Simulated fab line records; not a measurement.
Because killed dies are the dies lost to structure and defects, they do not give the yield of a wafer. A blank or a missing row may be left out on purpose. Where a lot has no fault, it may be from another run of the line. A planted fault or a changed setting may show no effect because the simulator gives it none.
Comparing a struck lot with a sound one || flow nand_harc || 14 out of 1302 route steps
Sound: wafers L259.3, L259.5, L259.6. Wafers L270.2, L270.3, L270.4 were the ones struck. Last of all comes the cause.
For every step that has rows: the tool of each side, followed by ch and its chambers, followed by its first start. Under that, the readings that differ: sound wafers || struck wafers || difference of the means || sigmas: that difference in standard deviations of wafers without a fault.
alike: a reading whose means differ by less than 2 such deviations, as well as words and numbers matching on both sides. not compared: withheld readings; readings where some wafer has no value; bounds like >300 that might hide an equal value; numbers whose values overlap and for which the record gives no deviation.
The two part at a step that has a row with sigmas, a row that says differs or no value, or rows on one side only. Numbers that don't overlap but have no deviation are shown without sigmas and don't part them. Lack of a reading on every wafer of one side parts them only where that side has two or more wafers.

first, 1 step without rows for these wafers: NHARC_A_M0_PRE_CLEAN_29 (time 30 s).
NHARC_A_M0_PVD_20: deposits TaN, target thk 5 nm, time 8.06 s.
  sound on pvd_sputter-02; struck on pvd_sputter-03
  alike: throttle_valve_pct
NHARC_A_M0_PVD_21: deposits Cu, target thk 30 nm, time 20.49 s.
  sound on pvd_sputter-02; struck on pvd_sputter-03
  alike: throttle_valve_pct
then, 1 step without rows for these wafers: NHARC_A_M0_ECD_22 (material Cu, target thk 400 nm).
NHARC_A_M0_ANNEAL_30: time 90 s.
  sound on rtp_anneal-01 ch 0, day 25 22:54; struck on rtp_anneal-02 ch 0, day 31 04:34
  alike: wafer_temp_C_max
then, 1 step without rows for these wafers: NHARC_A_M0_CMP_23 (polishes, t overpolish 20 s, target thk 113.75 nm).
NHARC_A_M0_THK_MEAS_24: measures by xrf.
  sound on film_metro-01, day 25 23:27; struck on film_metro-02, day 31 05:10
  alike: thk_nm
next, for these wafers, 1 step has no rows: NHARC_A_M0_SRD_25.
NHARC_A_M0_INSPECT_27:
  sound on defect_inspect-01, day 25 23:36; struck on defect_inspect-02, day 31 05:19
  alike: raw_defect_count
NHARC_A_M0_PRE_CLEAN_31: time 12 s.
  sound on pecvd-03 ch 0,2, day 25 23:41; struck on pecvd-01 ch 0,1, day 31 05:24
  alike: heater_power_w
NHARC_A_M0_DEP_32: deposits SiCN, target thk 30 nm.
  sound on pecvd-03 ch 0,2, day 25 23:47; struck on pecvd-01 ch 0,1, day 31 05:31
  alike: chamber_pressure_Torr, heater_power_outer_w, heater_power_w
NHARC_A_M1_DEP_00: deposits SiOC, target thk 182.5 nm.
  sound on pecvd-01 ch 1,2, day 26 00:50; struck on pecvd-01 ch 0,1,2, day 31 05:55
  no value came back on the struck wafers for chamber_pressure_Torr (Torr), rf_fwd_power_W (W); on the sound wafers chamber_pressure_Torr (Torr) reads 5.025 4.973 5.001
then, 1 step without rows for these wafers: NHARC_A_M1_DEHYDRATE_01 (time 120 s).
NHARC_END_SORT_01:
  sound on prober-02 ch 0, day 27 16:41; struck on prober-01 ch 0, day 32 18:41
{"reading": "killed_at_array", "sound": "62 77", "struck": "672 672 675", "difference": "+604", "sigmas": "+30"}
{"reading": "killed_dies", "sound": "64 80", "struck": "677 677 677", "difference": "+605", "sigmas": "+29"}
{"reading": "killed_short", "sound": "0 0", "struck": "5 5 6", "difference": "+5", "sigmas": "+4"}
  alike: killed_at_other, killed_at_periphery, killed_open

== WHERE THEY PART ==
First at NHARC_A_M1_DEP_00; last, within this record, at NHARC_END_SORT_01.

WHY: whatever the simulator had introduced
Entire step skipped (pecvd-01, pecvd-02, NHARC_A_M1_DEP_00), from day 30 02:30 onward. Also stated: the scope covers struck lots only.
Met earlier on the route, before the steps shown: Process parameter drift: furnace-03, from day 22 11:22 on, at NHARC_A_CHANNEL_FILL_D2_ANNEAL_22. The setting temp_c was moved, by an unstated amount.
